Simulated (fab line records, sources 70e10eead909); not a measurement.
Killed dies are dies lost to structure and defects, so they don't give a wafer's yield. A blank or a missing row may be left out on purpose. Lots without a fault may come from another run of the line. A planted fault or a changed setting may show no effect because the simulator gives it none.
Tool commonality check | flow nand_harc | 12 lots, 36 wafers sampled

WHY IT WAS OPENED
At NHARC_END_SORT_01 the reading killed_at_periphery is flagged on 3 of 12 lots. Wafers without a fault read 3.4, standard deviation 2.3.
Rule: a lot is flagged when every wafer of it that has a number lies more than 4 standard deviations from that mean, or none has a number. The other lots count as sound.

lot  | measured     | on        | killed_at_periphery, wafer by wafer | flag
L811 | day 19 10:56 | prober-02 | 3 5 2                               |
L809 | day 19 18:47 | prober-01 | 3 5 0                               |
L814 | day 20 02:28 | prober-02 | 656 654 663                         | FLAGGED
L813 | day 20 03:19 | prober-01 | 657 658 656                         | FLAGGED
L815 | day 20 09:31 | prober-02 | 654 645 652                         | FLAGGED
L812 | day 20 11:10 | prober-01 | 2 3 0                               |
L821 | day 22 13:55 | prober-02 | 5 9 3                               |
L822 | day 22 13:58 | prober-01 | 7 2 2                               |
L826 | day 23 10:17 | prober-01 | 5 2 2                               |
L825 | day 23 10:20 | prober-02 | 5 5 6                               |
L831 | day 24 11:37 | prober-02 | 1 5 4                               |
L832 | day 25 03:26 | prober-02 | 1 5 3                               |
The numbers of the flagged lots are 655.0 on average: +651.6 against the usual, or +99 or more standard deviations.

WHICH TOOL RAN EACH LOT
The record holds 2 process steps before the reading, out of a route of 1159 steps. In each cell: the tool, then ch and the chambers that the sampled wafers went through, then the start.
lot  | flag    | NHARC_P_GATE_DESCUM_13             | NHARC_P_GATE_ETCH_104
L811 |         | rie_diel-11 ch 0,1,2, day 4 17:15  | rie_diel-11 ch 0,1, day 5 08:44
L809 |         | rie_diel-12 ch 1,2, day 3 23:43    | rie_diel-01 ch 0,1, day 4 14:15
L814 | FLAGGED | rie_diel-01 ch 0,3, day 5 10:35    | rie_diel-11 ch 0,1,2, day 6 02:16
L813 | FLAGGED | rie_diel-11 ch 0,2,3, day 5 03:10  | rie_diel-12 ch 0,1,3, day 5 18:22
L815 | FLAGGED | rie_diel-11 ch 2,3, day 5 10:34    | rie_diel-01 ch 0,1, day 6 01:29
L812 |         | rie_diel-11 ch 1,2,3, day 5 03:22  | rie_diel-11 ch 1,2,3, day 5 17:41
L821 |         | rie_diel-11 ch 1,3, day 7 09:36    | rie_diel-11 ch 0,1,3, day 8 00:07
L822 |         | rie_diel-01 ch 1,2,3, day 7 09:38  | rie_diel-12 ch 1,2, day 7 23:49
L826 |         | rie_diel-11 ch 0,1,2, day 8 03:50  | rie_diel-11 ch 2,3, day 8 17:57
L825 |         | rie_diel-11 ch 0,1, day 8 03:59    | rie_diel-11 ch 0,1,3, day 8 17:30
L831 |         | rie_diel-01 ch 1,2,3, day 9 10:54  | rie_diel-01 ch 0,1,2, day 10 00:59
L832 |         | rie_diel-11 ch 0,1,2, day 10 01:39 | rie_diel-11 ch 0,3, day 10 17:07
What these steps do:
- NHARC_P_GATE_DESCUM_13: chemistry O2, time 3 s.
- NHARC_P_GATE_ETCH_104: etches the open film in CF4/CHF3, target depth 60 nm.
- NHARC_END_SORT_01

FLAGGED OVER TOTAL, TOOL BY TOOL (the gauges that took the reading come last)
step                   | tool        | lots run | flagged | share of the flagged lots | sound lots run after its first flagged lot
NHARC_P_GATE_DESCUM_13 | rie_diel-01 | 3        | 1       | some                      | 2 (L822,L831)
NHARC_P_GATE_DESCUM_13 | rie_diel-11 | 8        | 2       | some                      | 5 (L812,L821,L826,L825,L832)
NHARC_P_GATE_DESCUM_13 | rie_diel-12 | 1        | 0       | none                      | -
NHARC_P_GATE_ETCH_104  | rie_diel-01 | 3        | 1       | some                      | 1 (L831)
NHARC_P_GATE_ETCH_104  | rie_diel-11 | 7        | 1       | some                      | 4 (L821,L825,L826,L832)
NHARC_P_GATE_ETCH_104  | rie_diel-12 | 2        | 1       | some                      | 1 (L822)
NHARC_END_SORT_01      | prober-01   | 5        | 1       | some                      | 3 (L812,L822,L826)
NHARC_END_SORT_01      | prober-02   | 7        | 2       | some                      | 4 (L821,L825,L831,L832)

WHAT THE TABLE ALLOWS
No row of the table ran every flagged lot.

WHAT THE SIMULATOR HAD PUT IN
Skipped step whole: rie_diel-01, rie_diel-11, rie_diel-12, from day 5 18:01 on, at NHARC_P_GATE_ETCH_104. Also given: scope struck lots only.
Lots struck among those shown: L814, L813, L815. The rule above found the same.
